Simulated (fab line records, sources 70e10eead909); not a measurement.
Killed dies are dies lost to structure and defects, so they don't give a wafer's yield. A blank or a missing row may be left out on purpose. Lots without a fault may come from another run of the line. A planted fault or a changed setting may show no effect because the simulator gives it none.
Which tool did it? | flow nand_harc | 12 lots, 36 wafers sampled, at 4 steps of a route of 1302

WHAT THE GAUGES READ, wafer by wafer
The record holds no reading of a measuring or inspecting step that can be judged against a usual standard deviation.

WHICH TOOL RAN EACH LOT (tool, then ch and the chambers of the sampled wafers, then the start)
lot  | NHARC_A_STAIRCASE_DEP_301       | NHARC_A_STAIRCASE_ETCH_315                    | NHARC_A_STAIRCASE_DEP_417       | NHARC_A_STAIRCASE_DEP_325
L123 | pecvd-01 ch 0,1,2, day 17 09:20 | rie_diel-06 ch 0,1,2, day 17 19:59 or earlier | pecvd-01 ch 0,1, day 17 19:59   | pecvd-04 ch 0,1, day 19 02:28
L124 | pecvd-04 ch 0,1,2, day 18 09:01 | rie_diel-01 ch 0,1,2, day 18 14:10 or earlier | pecvd-04 ch 0,1,2, day 18 14:10 | pecvd-02 ch 0,1,2, day 19 19:37
L128 | pecvd-02 ch 0,2, day 19 17:17   | rie_diel-06 ch 0,1,3, day 19 22:22 or earlier | pecvd-01 ch 1,2, day 19 22:22   | pecvd-02 ch 1,2, day 20 22:37
L130 | pecvd-01 ch 0,1,2, day 20 02:28 | rie_diel-04 ch 1,3, day 20 09:04 or earlier   | pecvd-02 ch 1,2, day 20 09:04   | pecvd-02 ch 0,2, day 21 11:22
L136 | pecvd-01 ch 1,2, day 22 21:33   | rie_diel-04 ch 1,2,3, day 23 02:43 or earlier | pecvd-02 ch 1,2, day 23 02:43   | pecvd-02 ch 0,1,2, day 24 07:29
L135 | pecvd-01 ch 0,1,2, day 23 01:02 | rie_diel-06 ch 0,1,2, day 23 06:07 or earlier | pecvd-04 ch 0,2, day 23 06:07   | pecvd-01 ch 1,2, day 24 07:35
L138 | pecvd-01 ch 0,1,2, day 23 10:35 | rie_diel-01 ch 1,2,3, day 23 15:48 or earlier | pecvd-04 ch 0,1, day 23 15:48   | pecvd-01 ch 1,2, day 24 17:47
L139 | pecvd-01 ch 0,1, day 23 13:51   | rie_diel-01 ch 0,1,3, day 23 18:53 or earlier | pecvd-04 ch 0,1,2, day 23 18:53 | pecvd-04 ch 0,1,2, day 24 17:47
L141 | pecvd-04 ch 0,2, day 24 23:30   | rie_diel-01 ch 0,3, day 25 05:43 or earlier   | pecvd-02 ch 0,1, day 25 05:43   | pecvd-02 ch 0,1, day 26 10:49
L140 | pecvd-04 ch 1,2, day 25 00:40   | rie_diel-04 ch 0,2,3, day 25 06:46 or earlier | pecvd-02 ch 0,1,2, day 25 06:46 | pecvd-04 ch 0,2, day 26 10:38
L145 | pecvd-02 ch 0,1,2, day 26 07:43 | rie_diel-04 ch 0,1,3, day 26 12:47 or earlier | pecvd-02 ch 0,1, day 26 12:47   | pecvd-01 ch 0,1,2, day 27 15:34
L143 | pecvd-04 ch 1,2, day 26 09:19   | rie_diel-06 ch 1,3, day 26 14:37 or earlier   | pecvd-04 ch 0, day 26 14:37     | pecvd-02 ch 0,1,2, day 27 15:22
- NHARC_A_STAIRCASE_DEP_301: deposits SiON, target thk 30 nm.
- NHARC_A_STAIRCASE_ETCH_315: etches the open film in C4F8/O2/Ar, target depth 2500 nm, time 607.1 s.
- NHARC_A_STAIRCASE_DEP_417: deposits Si3N4, target thk 60 nm.
- NHARC_A_STAIRCASE_DEP_325: deposits SiO2, target thk 7200 nm.

WHAT THE TOOLS THEMSELVES READ (means of the sampled wafers that have a number; where no wafer has one, the mark that the record gives instead)
NHARC_A_STAIRCASE_DEP_301. Usual: heater_power_outer_w 468 W, standard deviation 96; heater_power_w 749 W, standard deviation 140; rf_fwd_power_W 348.2 W, standard deviation 1.1.
lot  | tool     | heater_power_outer_w (W) | heater_power_w (W) | rf_fwd_power_W (W) | flag
L123 | pecvd-01 | 425                      | 667                | 347.0              |
L124 | pecvd-04 | 495                      | 790                | 349.0              |
L128 | pecvd-02 | 475                      | 790                | 348.1              |
L130 | pecvd-01 | 435                      | 688                | 346.9              |
L136 | pecvd-01 | 372                      | 620                | 349.1              |
L135 | pecvd-01 | 444                      | 692                | 348.9              |
L138 | pecvd-01 | 451                      | 705                | 348.3              |
L139 | pecvd-01 | 541                      | 806                | 347.5              |
L141 | pecvd-04 | 358                      | 585                | 348.0              |
L140 | pecvd-04 | 514                      | 847                | 349.0              |
L145 | pecvd-02 | 488                      | 826                | 348.3              |
L143 | pecvd-04 | 456                      | 753                | 347.9              |

NHARC_A_STAIRCASE_ETCH_315. Usual: bias_w 3001 W, standard deviation 8.8; oes_product_au 0.925 a.u., standard deviation 0.014; rf_vpp_V 1826 V, standard deviation 14.
lot  | tool        | bias_w (W) | oes_product_au (a.u.) | rf_vpp_V (V) | flag
L123 | rie_diel-06 | 3003       | 0.911                 | 1841         |
L124 | rie_diel-01 | 2996       | 0.912                 | 1824         |
L128 | rie_diel-06 | 2998       | 0.923                 | 1837         |
L130 | rie_diel-04 | 3005       | 0.921                 | 1809         |
L136 | rie_diel-04 | 3006       | 0.931                 | 1820         |
L135 | rie_diel-06 | 3003       | 0.924                 | 1841         |
L138 | rie_diel-01 | 2994       | 0.926                 | 1819         |
L139 | rie_diel-01 | 2999       | 0.911                 | 1822         |
L141 | rie_diel-01 | 2995       | 0.927                 | 1815         |
L140 | rie_diel-04 | 3003       | 0.934                 | 1836         |
L145 | rie_diel-04 | 3007       | 0.941                 | 1825         |
L143 | rie_diel-06 | 2995       | 0.934                 | 1834         |

NHARC_A_STAIRCASE_DEP_417. Usual: heater_power_outer_w 438 W, standard deviation 78; heater_power_w 719 W, standard deviation 110; rf_fwd_power_W 448.6 W, standard deviation 1.4.
lot  | tool     | heater_power_outer_w (W) | heater_power_w (W) | rf_fwd_power_W (W) | flag
L123 | pecvd-01 | 493                      | 740                | 447.6              |
L124 | pecvd-04 | 422                      | 714                | 447.8              |
L128 | pecvd-01 | 388                      | 643                | 448.1              |
L130 | pecvd-02 | 414                      | 707                | 449.0              |
L136 | pecvd-02 | 425                      | 718                | 448.2              |
L135 | pecvd-04 | 378                      | 626                | 448.8              |
L138 | pecvd-04 | 530                      | 825                | 447.8              |
L139 | pecvd-04 | 465                      | 759                | 449.7              |
L141 | pecvd-02 | 424                      | 726                | 449.1              |
L140 | pecvd-02 | 452                      | 752                | 449.8              |
L145 | pecvd-02 | 443                      | 751                | 448.1              |
L143 | pecvd-04 | 466                      | 718                | 449.3              |

NHARC_A_STAIRCASE_DEP_325. Usual: heater_power_outer_w 383 W, standard deviation 83; heater_power_w 646 W, standard deviation 120; mfc_precursor_sccm 200.0 sccm, standard deviation 0.61; rf_fwd_power_W 499.8 W, standard deviation 1.5.
lot  | tool     | heater_power_outer_w (W) | heater_power_w (W) | mfc_precursor_sccm (sccm) | rf_fwd_power_W (W) | flag
L123 | pecvd-04 | 450                      | 728                | 199.7                     | 501.2              |
L124 | pecvd-02 | 412                      | 714                | 200.1                     | 500.1              |
L128 | pecvd-02 | 325                      | 599                | 199.8                     | 632.7              | OFF
L130 | pecvd-02 | 359                      | 648                | 199.9                     | 632.3              | OFF
L136 | pecvd-02 | 392                      | 689                | 200.0                     | 500.2              |
L135 | pecvd-01 | 373                      | 615                | 199.8                     | 500.5              |
L138 | pecvd-01 | 351                      | 572                | 199.6                     | 499.9              |
L139 | pecvd-04 | 402                      | 674                | 199.6                     | 499.4              |
L141 | pecvd-02 | 362                      | 648                | 200.1                     | 500.3              |
L140 | pecvd-04 | 416                      | 666                | 199.9                     | 498.8              |
L145 | pecvd-01 | 384                      | 609                | 200.6                     | 498.5              |
L143 | pecvd-02 | 388                      | 690                | 200.5                     | 500.2              |

THE ANSWER, worked out from the rows above alone
Rule: a lot is off if the mean of its wafers that have a number lies more than 3 standard deviations from the usual mean. A lot without any number at a reading at which 4 lots or more have one is off too. The other lots that the step has rows for count as sound. The gauges are gone through in route order, then the tools' own readings, and for those a lot's mean is taken as printed above. The first step at which some lot is off is used, and at that step the reading that is off furthest; a lot without a number counts as furthest.
Off: L128, L130, at NHARC_A_STAIRCASE_DEP_325 (rf_fwd_power_W).
A tool fits if, at that step or a process step before it, it ran every lot that is off, and no sound lot after the first of them. NHARC_A_STAIRCASE_ETCH_315 gives no start for some lots, so the hours and the order of its lots are those of NHARC_A_STAIRCASE_DEP_417. None of those tried fits.

WHAT THE SIMULATOR HAD PUT IN
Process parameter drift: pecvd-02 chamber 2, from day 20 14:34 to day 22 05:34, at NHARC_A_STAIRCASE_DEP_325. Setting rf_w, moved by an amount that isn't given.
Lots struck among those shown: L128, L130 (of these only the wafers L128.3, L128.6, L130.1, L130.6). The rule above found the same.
